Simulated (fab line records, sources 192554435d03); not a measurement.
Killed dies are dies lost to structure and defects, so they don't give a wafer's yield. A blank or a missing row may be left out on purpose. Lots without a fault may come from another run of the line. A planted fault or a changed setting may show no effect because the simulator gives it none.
Chamber matching | flow n5_finfet | N5_PMOS_HMC_CHANNEL_EPI_HM_STRIP_35 on wet_bench-01: 6 sister chambers
The step strips SiO2 in dHF, material SiO2, target depth 39.6 nm, time 216 s. 6 wafers are shown with their chamber, then 5 later ones without.

WAFERS WITH THEIR CHAMBER
wafer  | chamber | bath_heat_duty_pct (%)
L623.5 | 0       | 6.0
L623.6 | 2       | 6.2
L630.5 | 6       | 6.4
L630.6 | 5       | 5.0
L633.3 | 4       | 5.5
L633.4 | 1       | 5.7

WAFERS WITHOUT THEIR CHAMBER
wafer  | bath_heat_duty_pct (%)
L633.6 | 5.9
L634.4 | 5.9
L634.6 | 6.2
L642.1 | 5.1
L642.2 | 5.6

WHICH CHAMBER EACH WENT THROUGH
wafer  | from the rows above     | in truth
L633.6 | can't be placed: 0 or 1 | 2
L634.4 | can't be placed: 0 or 1 | 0
L634.6 | 2                       | 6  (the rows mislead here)
L642.1 | 5                       | 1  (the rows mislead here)
L642.2 | can't be placed: 4 or 1 | 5
Placed correctly: 0 of 5. Can't be placed from these rows: 3 (the true chamber is among the candidates in 1). Placed wrongly: 2.
How it was worked out, from the rows above alone: a wafer's distance from a chamber is the root of the sum, over the readings, of the square of ((its reading less the chamber's mean) divided by the reading's scatter). The wafer belongs to the nearest chamber; if the next one is less than 2 further off, it can't be placed. A chamber's mean is the mean of its shown wafers. The scatter: with one shown wafer a chamber, the root of the mean of the squares of how far each hidden wafer lies from its nearest shown one.
